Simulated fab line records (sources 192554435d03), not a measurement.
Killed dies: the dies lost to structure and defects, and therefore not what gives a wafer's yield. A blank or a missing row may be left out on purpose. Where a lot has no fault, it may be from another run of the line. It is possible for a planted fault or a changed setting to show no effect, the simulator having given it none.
Chamber matching ; flow n5 finfet ; N5_MIM_BOT_ETCH_ETCH_04 on rie diel-05 has 4 sister chambers
The step etches SiNx in CF4/O2, target depth 26 nm, time 13 s. 8 wafers are shown with their chamber, then 7 later ones without.

WAFERS WITH THEIR CHAMBER
wafer;chamber;drypump motor current A (A);throttle valve pct (%)
L075.5;1;5.8;15.94
L079.2;3;5.0;16.00
L079.6;0;5.1;15.95
L081.1;2;6.7;16.47
L081.3;0;5.0;15.96
L081.6;3;5.0;15.99
L089.1;1;5.8;15.99
L089.2;2;6.7;16.49

WAFERS WHOSE CHAMBER IS MISSING
wafer;drypump motor current A (A);throttle valve pct (%)
L089.3;5.1;15.97
L095.2;5.1;16.00
L095.5;5.8;16.00
L095.6;5.0;16.06
L094.3;5.0;16.06
L094.4;5.8;16.02
L094.6;5.1;16.01

WHICH CHAMBER EACH ONE RAN IN
wafer;from the rows above;in truth
L089.3;can't be placed: 0 or 3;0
L095.2;can't be placed: 0 or 3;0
L095.5;1;1
L095.6;3;3
L094.3;3;3
L094.4;1;1
L094.6;can't be placed: 3 or 0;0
Placed correctly: 4 of 7. These rows do not allow placing 3 (true chamber among the candidates in 3). Number placed wrongly: 0.
How it was worked out, from the rows above alone: a wafer's distance from a chamber is the root of the sum, over the readings, of the square of ((its reading less the chamber's mean) divided by the reading's scatter). If the next closest chamber is less than 2 further off than the closest, the wafer can't be placed; otherwise it belongs to the closest. A chamber's mean is the mean of its shown wafers. How the scatter is found: for the shown wafers, subtract from each reading the mean of its chamber, square and add these, divide the total by (wafers less chambers), then take the root.
